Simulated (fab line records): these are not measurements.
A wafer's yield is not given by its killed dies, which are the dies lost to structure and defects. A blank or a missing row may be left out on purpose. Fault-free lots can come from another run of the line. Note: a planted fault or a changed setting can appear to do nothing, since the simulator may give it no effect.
A lot that was struck, set against a sound lot || flow n5Finfet || 37 steps out of a route of 1938
Sound: the wafers L421.2, L421.3, L421.5. Struck: wafers L430.1, L430.4, L430.5. Last of all comes the cause.
Each step with rows lists, per side, the tool, then ch with its chambers, then its first start. Under that, the readings that differ: sound wafers || struck wafers || difference of the means || sigmas: that difference in standard deviations of wafers without a fault.
alike: a reading whose means differ by less than 2 such deviations, as well as words and numbers matching on both sides. not compared: withheld readings; readings where some wafer has no value; bounds like >300 that might hide an equal value; numbers whose values overlap and for which the record gives no deviation.
The two part at a step that has a row with sigmas, a row that says differs or no value, or rows on one side only. Non-overlapping numbers with no deviation appear without sigmas and do not part them. A reading missing from all wafers of one side parts the sides only when that side holds two or more wafers.

first, 9 steps without rows for these wafers: N5_BEOL_M1_ANNEAL_95 (time 240 s); N5_BEOL_M1_SPUTTER_96 (material Cu, target thk 4.5 nm, time 8.29 s); N5_BEOL_M1_ECD_50 (material Cu, target thk 300 nm); N5_BEOL_M1_ANNEAL_51 (time 90 s); N5_BEOL_M1_CMP_52 (polishes, stops on SiOC, t overpolish 6.8 s, target thk 40 nm); N5_BEOL_M1_PRE_CLEAN_60 (time 15 s); N5_BEOL_M1_CO_CAP_55 (material Co, precursor CCTBA/H2, target thk 2 nm, time 102.1 s); N5_BEOL_M1_PRE_CLEAN_56 (time 15 s); N5_BEOL_M1_DEP_57 (deposits SiCN from 3MS/NH3, target thk 8 nm, time 14 s).
N5_BEOL_M2_ILD_DEP_00: deposits SiOC from DEMS/O2, target thk 79 nm, time 15.3 s.
  sound on pecvd-03 ch 1,2, day 8 16:35; struck on pecvd-03 ch 0,2, day 10 11:43
  no value came back on the struck wafers for any of 5 readings (chamberPressureTorr (Torr), heaterPowerOuterW (W) and others); on the sound wafers chamberPressureTorr (Torr) reads 5.018 5.003 5.012
then, 24 steps without rows for these wafers: N5_BEOL_M2_PECVD_72 (deposits SiO2 from TEOS/O2, target thk 16 nm, time 18 s); N5_BEOL_M2_HM_DEP_02 (deposits TiN, target thk 20 nm); N5_BEOL_M2_COAT_61 (time 60 s, resist thk 60 nm); N5_BEOL_M2_COAT_62 (time 60 s, resist thk 12 nm); N5_BEOL_M2_COAT_73 (time 60 s, resist thk 5 nm); N5_BEOL_M2_COAT_05 (resist thk 30 nm); N5_BEOL_M2_EBR_07; N5_BEOL_M2_SOFTBAKE_06 (time 60 s); N5_BEOL_M2_EXPOSE_08 (exposes mask M2); N5_BEOL_M2_PEB_09 (peb time 60 s); N5_BEOL_M2_DEVELOP_10 (develop time 30 s); N5_BEOL_M2_DESCUM_16 (chemistry O2, time 7 s); N5_BEOL_M2_ETCH_74 (etches underlayer in N2/H2, target depth 6.5 nm, time 5.2 s); N5_BEOL_M2_ETCH_63 (etches SiARC in CF4, target depth 15.6 nm, time 26 s); N5_BEOL_M2_ETCH_64 (etches SOC in N2/H2, target depth 75 nm, overetch 22.5 nm, time 121.9 s); N5_BEOL_M2_STRIP_65 (strips in N2/H2); N5_BEOL_M2_STRIP_75 (strips in N2/H2); N5_BEOL_M2_STRIP_66 (strips in CF4); N5_BEOL_M2_HM_OPEN_17 (chemistry Cl2/BCl3, target TiN, target depth 20 nm, overetch 6 nm); N5_BEOL_M2_STRIP_19 (strips in O2); N5_BEOL_M2_COAT_67 (time 60 s, resist thk 60 nm); N5_BEOL_M2_COAT_68 (time 60 s, resist thk 12 nm); N5_BEOL_M2_COAT_76 (time 60 s, resist thk 5 nm); N5_BEOL_M2_COAT_22 (resist thk 30 nm).
N5_BEOL_M2_OCD_MEAS_38:
  sound on ocd-01 at day 9 09:54; struck on ocd-02 at day 11 22:04
{"reading": "trenchDepthNm (nm)", "sound": "55.5 54.9 56.0", "struck": "- - -", "difference": "no value on the struck wafers", "sigmas": ""}
N5_BEOL_M4_RC_MEAS_101:
  the record has rows for the sound wafers here (prober-02 ch 0, day 11 20:35) and none for the struck ones
-- record jumps: 7 days separate the struck wafers' starts on either side; left off in module BEOL_M4, taken up again in module PASSIVATION, whose first shown step is the route's number 1936 --
N5_PASSIVATION_PROBE_49:
  sound on prober-01 at day 16 03:43; struck on prober-01 at day 18 15:39
{"reading": "defectLimitedYield (%)", "sound": "91.9 91.2 91.1", "struck": "0 0 0", "difference": -91, "sigmas": -65}
{"reading": "killed_at_M0_to_M3", "sound": "33 33 34", "struck": "1170 1174 1167", "difference": "+1137", "sigmas": "+99 or more"}
{"reading": "killed_at_M4_up", "sound": "23 19 11", "struck": "1 1 4", "difference": -16, "sigmas": -3}
{"reading": "killedAtContacts", "sound": "9 12 19", "struck": "1 1 1", "difference": -12, "sigmas": -2}
{"reading": "killedAtFrontEnd", "sound": "29 40 41", "struck": "8 4 8", "difference": -30, "sigmas": -3}
{"reading": "killedDies", "sound": "95 104 105", "struck": "1180 1180 1180", "difference": "+1079", "sigmas": "+63"}
{"reading": "killedOnRim", "sound": "10 13 15", "struck": "152 152 152", "difference": "+139", "sigmas": "+35"}
{"reading": "killedOpen", "sound": "62 71 66", "struck": "10 7 16", "difference": -55, "sigmas": -5}
{"reading": "killedShort", "sound": "33 33 36", "struck": "3 1 2", "difference": -32, "sigmas": -4}
{"reading": "sort_bin_5_function (%)", "sound": "4.7 5.5 5.3", "struck": "74.3 71.5 72.1", "difference": "+67.5", "sigmas": "+70"}
{"reading": "sortNPass", "sound": "1085 1076 1075", "struck": "0 0 0", "difference": -1079, "sigmas": -63}
{"reading": "sortYieldPct (%)", "sound": "91.9 91.2 91.1", "struck": "0 0 0", "difference": -91, "sigmas": -65}
  alike: killedAtOther, sort_bin_6_memory

## WHERE THEY PART
At N5_BEOL_M2_ILD_DEP_00 first; at N5_PASSIVATION_PROBE_49 last (within this record only).

WHY: whatever the simulator had introduced
Step skipped in full: pecvd-03, at N5_BEOL_M2_ILD_DEP_00, from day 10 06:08 onward. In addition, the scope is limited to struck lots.
